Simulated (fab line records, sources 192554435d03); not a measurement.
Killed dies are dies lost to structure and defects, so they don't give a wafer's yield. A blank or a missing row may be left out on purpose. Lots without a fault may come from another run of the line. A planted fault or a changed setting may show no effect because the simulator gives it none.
Chamber matching | flow n5_finfet | N5_WELL_APT_DESCUM_30 on rie_diel-01: 4 sister chambers
The step chemistry O2, time 7.9 s. 16 wafers are shown with their chamber, then 8 later ones without.

WAFERS WITH THEIR CHAMBER
wafer  | chamber | showerhead_plenum_p_Torr (Torr) | throttle_valve_pct (%) | oes_product_au (a.u.)
L074.2 | 3       | 2.12                            | 20.50                  | 0.89
L074.3 | 1       | 2.06                            | 20.78                  | 0.98
L074.5 | 1       | 2.06                            | 20.77                  | 0.98
L078.1 | 3       | 2.11                            | 20.52                  | 0.88
L078.3 | 1       | 2.06                            | 20.79                  | 0.95
L078.5 | 3       | 2.11                            | 20.53                  | 0.88
L081.1 | 3       | 2.11                            | 20.54                  | 0.86
L081.2 | 0       | 2.13                            | 20.10                  | 0.90
L081.3 | 1       | 2.06                            | 20.81                  | 0.94
L082.2 | 0       | 2.13                            | 20.09                  | 0.89
L082.4 | 3       | 2.11                            | 20.56                  | 0.86
L082.6 | 0       | 2.13                            | 20.10                  | 0.89
L085.1 | 0       | 2.13                            | 20.11                  | 0.89
L085.2 | 3       | 2.11                            | 20.56                  | 0.86
L085.3 | 1       | 2.06                            | 20.83                  | 0.91
L085.4 | 2       | 2.12                            | 20.36                  | 0.98

SIGNATURES (means of the wafers above)
reading                  | chamber 0 | chamber 1 | chamber 2 | chamber 3 | scatter within a chamber
showerhead_plenum_p_Torr | 2.1300    | 2.0600    | 2.1200    | 2.1117    | 0.00264
throttle_valve_pct       | 20.1000   | 20.7960   | 20.3600   | 20.5350   | 0.021
oes_product_au           | 0.8925    | 0.9520    | 0.9800    | 0.8717    | 0.0192
Rule: a wafer's distance from a chamber is the root of the sum, over the readings, of the square of ((its reading less the chamber's mean) divided by the reading's scatter). The wafer belongs to the nearest chamber; if the next one is less than 2 further off, it can't be placed. The scatter: the root of (the sum of the squares of (reading less its chamber's mean) over the shown wafers, divided by (wafers less chambers)).

WAFERS WITHOUT THEIR CHAMBER
wafer  | showerhead_plenum_p_Torr (Torr) | throttle_valve_pct (%) | oes_product_au (a.u.)
L085.5 | 2.13                            | 20.10                  | 0.89
L085.6 | 2.06                            | 20.82                  | 0.92
L086.2 | 2.12                            | 20.36                  | 0.96
L086.3 | 2.11                            | 20.57                  | 0.85
L086.5 | 2.13                            | 20.12                  | 0.87
L094.2 | 2.12                            | 20.13                  | 0.85
L094.4 | 2.05                            | 20.85                  | 0.89
L094.5 | 2.05                            | 20.86                  | 0.89

WHICH CHAMBER EACH WENT THROUGH
wafer  | from the rows above | in truth
L085.5 | 0                   | 0
L085.6 | 1                   | 1
L086.2 | 2                   | 2
L086.3 | 3                   | 3
L086.5 | 0                   | 0
L094.2 | 0                   | 0
L094.4 | 1                   | 1
L094.5 | 1                   | 1
Placed correctly: 8 of 8. Can't be placed from these rows: 0. Placed wrongly: 0.
